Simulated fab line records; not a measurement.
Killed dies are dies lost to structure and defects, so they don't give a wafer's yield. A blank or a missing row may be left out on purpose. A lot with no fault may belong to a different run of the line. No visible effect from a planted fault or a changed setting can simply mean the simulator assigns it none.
Matching of chambers | flow n5Finfet | pecvd-01 running N5_SDB_HM_DEP_00: 3 sister chambers
The step deposits SiNx from SiH4/NH3/N2, target thk 40 nm, time 35.3 s. 18 wafers are shown with their chamber, then 9 later ones without.

WAFERS PAIRED WITH THEIR CHAMBERS
wafer  | chamber | showerheadPlenumPTorr (Torr) | throttleValvePct (%) | heaterPowerW (W)
L075.1 | 1       | 5.09                         | 40.6                 | 745
L075.2 | 2       | 5.06                         | 38.4                 | 600
L075.6 | 2       | 5.06                         | 38.3                 | 616
L077.1 | 1       | 5.10                         | 40.9                 | 733
L077.4 | 0       | 5.27                         | 36.0                 | 817
L077.5 | 2       | 5.06                         | 38.4                 | 598
L078.1 | 1       | 5.09                         | 40.7                 | 737
L078.3 | 0       | 5.26                         | 36.0                 | 863
L078.5 | 2       | 5.06                         | 38.4                 | 706
L083.1 | 0       | 5.24                         | 36.1                 | 829
L083.4 | 2       | 5.06                         | 38.6                 | 707
L083.5 | 1       | 5.09                         | 40.8                 | 772
L087.1 | 1       | 5.09                         | 40.9                 | 751
L087.5 | 2       | 5.06                         | 38.6                 | 707
L087.6 | 1       | 5.09                         | 40.6                 | 773
L091.1 | 0       | 5.26                         | 36.3                 | 783
L091.2 | 2       | 5.06                         | 38.3                 | 714
L091.4 | 2       | 5.06                         | 38.4                 | 728

SIGNATURES, as means of the wafers listed above
reading               | chamber 0 | chamber 1 | chamber 2 | scatter within a chamber
showerheadPlenumPTorr | 5.2575    | 5.0917    | 5.0600    | 0.0061
throttleValvePct      | 36.100    | 40.750    | 38.425    | 0.129
heaterPowerW          | 823.00    | 751.83    | 672.00    | 42.5
Rule: a wafer's distance from a chamber is the root of the sum, over the readings, of the square of ((its reading less the chamber's mean) divided by the reading's scatter). If the next closest chamber is less than 2 further off than the closest, the wafer can't be placed; otherwise it belongs to the closest. The scatter: take each reading less its chamber's mean, square it, sum over the shown wafers, divide by the number of wafers less the number of chambers, and take the root.

WAFERS WHOSE CHAMBER IS MISSING
wafer  | showerheadPlenumPTorr (Torr) | throttleValvePct (%) | heaterPowerW (W)
L094.1 | 5.26                         | 36.3                 | 896
L094.2 | 5.08                         | 40.6                 | 688
L094.3 | 5.06                         | 38.4                 | 631
L096.1 | 5.27                         | 36.4                 | 945
L096.5 | 5.05                         | 38.5                 | 666
L096.6 | 5.09                         | 40.8                 | 711
L097.1 | 5.10                         | 40.6                 | 717
L097.3 | 5.06                         | 38.5                 | 712
L097.5 | 5.09                         | 40.8                 | 710

THE CHAMBER EACH PASSED THROUGH
wafer  | from the rows above | in truth
L094.1 | 0                   | 0
L094.2 | 1                   | 1
L094.3 | 2                   | 2
L096.1 | 0                   | 0
L096.5 | 2                   | 2
L096.6 | 1                   | 1
L097.1 | 1                   | 1
L097.3 | 2                   | 2
L097.5 | 1                   | 1
Correctly placed: 9 of 9. Number that these rows cannot place: 0. Placed wrongly: 0.
